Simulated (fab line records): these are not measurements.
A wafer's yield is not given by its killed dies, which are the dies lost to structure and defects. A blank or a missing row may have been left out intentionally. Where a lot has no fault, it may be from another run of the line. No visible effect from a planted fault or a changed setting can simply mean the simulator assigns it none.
One fault seen from 2 desks | flow nand_harc | each desk holds nothing but its own numbers, with what lay behind them at the end

## AT THE TOOL OWNER'S DESK: rie_diel-08
The tool's own readings at NHARC_P_M0_ETCH_15 (etches the open film in C4F8/Ar, target depth 150 nm, overetch 15 nm, time 82.5 s): means of the sampled wafers that have a number, for each lot that ran on this tool. If a lot's mean is further than 4 standard deviations from the usual mean, the lot is out of limits and carries the mark OUT (the distance appears in the brackets).
Columns: A = bias_w at NHARC_P_M0_ETCH_15, usual 300.0 W; B = oes_product_au at NHARC_P_M0_ETCH_15, usual 0.964 a.u.; C = rf_vpp_V at NHARC_P_M0_ETCH_15, usual 439.5 V; D = run_length_s at NHARC_P_M0_ETCH_15, usual 103.7 s
lot  | first seen here | A     | B     | C     | D
L473 | day 5 22:45     | 301.1 | 0.929 | 440.4 | 103.7
L475 | day 6 03:30     | 299.6 | 0.936 | 440.8 | 103.7
L474 | day 6 04:14     | 299.2 | 0.982 | 440.4 | 103.6
L490 | day 10 00:43    | 299.0 | 0.966 | 439.3 | 99.9 (-9.8) OUT
This desk's finding: out of limits on L490; first on L490, day 10 00:43 (run_length_s at NHARC_P_M0_ETCH_15). In limits: L473, L475, L474.

## AT THE METROLOGY DESK
What the gauges read, lot by lot, whatever tool the lot ran on: means of the sampled wafers that have a number. If a lot's mean is further than 4 standard deviations from the usual mean, the lot is out of limits and carries the mark OUT (the distance appears in the brackets).
Columns: A = overlay_x_nm at NHARC_P_CONTACT_OVL_MEAS_13, usual 0.0 nm; B = overlay_y_nm at NHARC_P_CONTACT_OVL_MEAS_13, usual 0.0 nm
lot  | first seen here | A    | B
L473 | day 5 15:01     | 0.1  | -1.3
L475 | day 5 22:31     | 0.5  | 0.3
L474 | day 5 22:44     | 0.3  | -0.2
L478 | day 7 01:25     | -1.1 | -0.6
L479 | day 7 02:16     | 0.5  | 0.1
L480 | day 7 08:50     | -0.2 | -0.8
L485 | day 9 03:29     | -0.4 | -0.5
L490 | day 9 15:03     | 1.1  | 1.6
L492 | day 10 09:49    | 0.3  | -0.8
L495 | day 11 04:29    | -0.0 | 0.5
L496 | day 11 13:34    | -0.9 | 0.9
Result from this desk: across the 11 lots, nothing is out of limits.

## ALL TOGETHER
The tool owner's desk had the chance to raise an alarm at day 10 00:43 on L490.
From the metrology desk's view, nothing was out of limits.
The metrology desk has L490 on record, within its limits.
Every lot named ran NHARC_P_M0_ETCH_15 on rie_diel-08.

## WHAT THE SIMULATOR HAD INSERTED
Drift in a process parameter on rie_diel-08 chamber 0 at NHARC_P_M0_ETCH_15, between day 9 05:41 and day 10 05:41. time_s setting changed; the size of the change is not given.
Struck lots among those shown: L490.
Each desk's first reading out of limits, in hours after the fault started: the tool owner's desk, 19.
